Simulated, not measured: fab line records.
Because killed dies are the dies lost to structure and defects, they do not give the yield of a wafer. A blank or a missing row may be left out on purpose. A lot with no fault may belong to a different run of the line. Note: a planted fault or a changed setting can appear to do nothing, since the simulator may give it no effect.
Split-lot experiment    flow n5_finfet    on a route of 1938 steps: 7 lots, 21 wafers read

## ON THE SPLIT
At N5_BEOL_M9_ETCH_66 (etches SOC in N2/H2, target depth 80 nm, overetch 16 nm, time 120 s), the setting time_s was moved away from the recipe's 120 s on 7 of the 21 wafers read, by -8.1% to +21.9%. The other wafers ran this setting at the recipe's value.

The split's own step is where the reading is taken.

## THE READING
SiARC_of_BEOL_M9_COAT_64.thk_nm (the simulator's own value, which no gauge read), in nm, at N5_BEOL_M9_ETCH_66 (etches SOC in N2/H2, target depth 80 nm, overetch 16 nm, time 120 s). No usual value for it is given in the file. Across the 14 wafers here that went through the recipe, the average is 6.5 nm and the standard deviation 0.15 nm.

wafer   tool, chamber at the split  time_s as run, s  against the recipe  SiARC_of_BEOL_M9_COAT_64.thk_nm, nm  against lot-mates on the recipe
L080.1  rie_diel-03, 0              139.2             +16.0%              5.4                                  -1.2
L080.2  rie_diel-03, 1,2            120               recipe              6.6                                  -
L080.3  rie_diel-03, 1,2            120               recipe              6.6                                  -
L082.2  rie_diel-02, 1              120               recipe              6.2                                  -
L082.3  rie_diel-02, 3              120               recipe              6.6                                  -
L082.6  rie_diel-02, 2              120               recipe              6.4                                  -
L085.4  rie_diel-02, 3              120               recipe              6.6                                  -
L085.5  rie_diel-02, 3              110.3             -8.1%               7                                    +0.5
L085.6  rie_diel-02, 2              120               recipe              6.4                                  -
L088.1  rie_diel-03, 1,1,2          120               recipe              6.6                                  -
L088.5  rie_diel-03, 1,1,2          120               recipe              6.6                                  -
L088.6  rie_diel-03, 1,1,2          120               recipe              6.6                                  -
L094.1  rie_diel-06, 2              146.3             +21.9%              5.6                                  -1.0
L094.2  rie_diel-06, 3              146.3             +21.9%              5.4                                  -1.2
L094.5  rie_diel-06, 3              120               recipe              6.6                                  -
L097.3  rie_diel-02, 0              120               recipe              6.6                                  -
L097.4  rie_diel-02, 3              142.5             +18.8%              5.6                                  -0.8
L097.6  rie_diel-02, 1              120               recipe              6.2                                  -
L096.3  rie_diel-02, 1              145.3             +21.1%              5                                    -1.6
L096.4  rie_diel-02, 0              145.3             +21.1%              5.4                                  -1.2
L096.5  rie_diel-02, 3              120               recipe              6.6                                  -
Rows listing several chambers each stand for several wafers; the file does not say which wafer went through which chamber.

THE FIT
A straight line over all 21 wafers: SiARC_of_BEOL_M9_COAT_64.thk_nm changes by -0.055 nm for each +1% of time_s; r = -0.95; the points scatter about the line by 0.18 nm.
The same after taking each lot's own level away (the mean of its wafers on the recipe; 21 wafers): -0.0577 nm for each +1%; r = -0.96; scatter 0.17 nm.
According to that fit, moving time_s by its largest amount changes the reading by 1.3 nm.
From 6.40 to 6.60 nm: that is the span of the lots' own levels, equal to 1.4 times the standard deviation above.
The two slopes agree, so the slope changes little with the lot-to-lot level.
Check: with one of the wafers moved furthest among these (+21.9%) left out of the fit, the line predicts -1.33 nm for it against its lot-mates. Against them it came out at -1 nm.

## THESE WAFERS: OTHER SPLITS
Before the reading, these wafers also passed through other splits. Each is held against what the fit with the lots' levels taken away leaves over:
other split on the same wafers     wafers away from the commonest value  r with SiARC_of_BEOL_M9_COAT_64.thk_nm (lot level and that fit taken away)
N5_BEOL_M7_HM_DEP_02 target_thk_a  7                                     -0.04
N5_BEOL_M7_DESCUM_33 time_s        7                                     +0.06
N5_BEOL_M7_ETCH_66 bias_w          6                                     -0.15
N5_BEOL_M8_PEB_09 peb_time_s       5                                     +0.14

## THE FILE'S OWN FIT
SiARC_of_BEOL_M9_COAT_64.thk_nm changes by -0.0575 nm for each +1% of time_s, r = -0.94.
